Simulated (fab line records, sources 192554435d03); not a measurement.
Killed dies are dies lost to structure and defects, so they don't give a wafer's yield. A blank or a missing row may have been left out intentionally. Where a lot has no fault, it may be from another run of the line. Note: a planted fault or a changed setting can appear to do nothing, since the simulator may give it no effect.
Chamber matching -- flow n5-finfet -- N5_BEOL_M1_STRIP_36 on rie-diel-03: 4 sister chambers
The step strips in N2/H2. 8 wafers are shown with their chamber, then 9 later ones without.

## WAFERS PAIRED WITH THEIR CHAMBERS
wafer,chamber,drypump-motor-current-A (A),showerhead-plenum-p-Torr (Torr)
L079.3,2,6.5,2.48
L083.4,1,5.6,2.41
L085.1,0,5.8,2.58
L085.2,3,5.5,2.39
L085.3,1,5.6,2.41
L089.2,3,5.5,2.39
L089.4,2,6.5,2.47
L089.5,0,5.9,2.57

## WAFERS WITH NO CHAMBER GIVEN
wafer,drypump-motor-current-A (A),showerhead-plenum-p-Torr (Torr)
L090.1,5.5,2.40
L090.2,5.8,2.57
L090.3,5.5,2.39
L093.2,5.5,2.71
L093.4,5.6,2.40
L093.6,6.5,2.47
L096.1,5.5,2.71
L096.4,5.9,2.57
L096.6,5.5,2.71

## WHICH CHAMBER EACH WENT THROUGH
wafer,from the rows above,in truth
L090.1,can't be placed: 3 or 1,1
L090.2,0,0
L090.3,3,3
L093.2,0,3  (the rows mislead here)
L093.4,can't be placed: 1 or 3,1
L093.6,2,2
L096.1,0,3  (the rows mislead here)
L096.4,0,0
L096.6,0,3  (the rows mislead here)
4 of 9 placed correctly. Unplaceable from these rows: 2, with the true chamber sitting among the candidates in 2. 3 placed wrongly.
How it was worked out, from the rows above alone: a wafer's distance from a chamber is the root of the sum, over the readings, of the square of ((its reading less the chamber's mean) divided by the reading's scatter). If the next closest chamber is less than 2 further off than the closest, the wafer can't be placed; otherwise it belongs to the closest. For every chamber, the mean is computed from those of its wafers that are shown. The scatter: take each reading less its chamber's mean, square it, sum over the shown wafers, divide by the number of wafers less the number of chambers, and take the root.
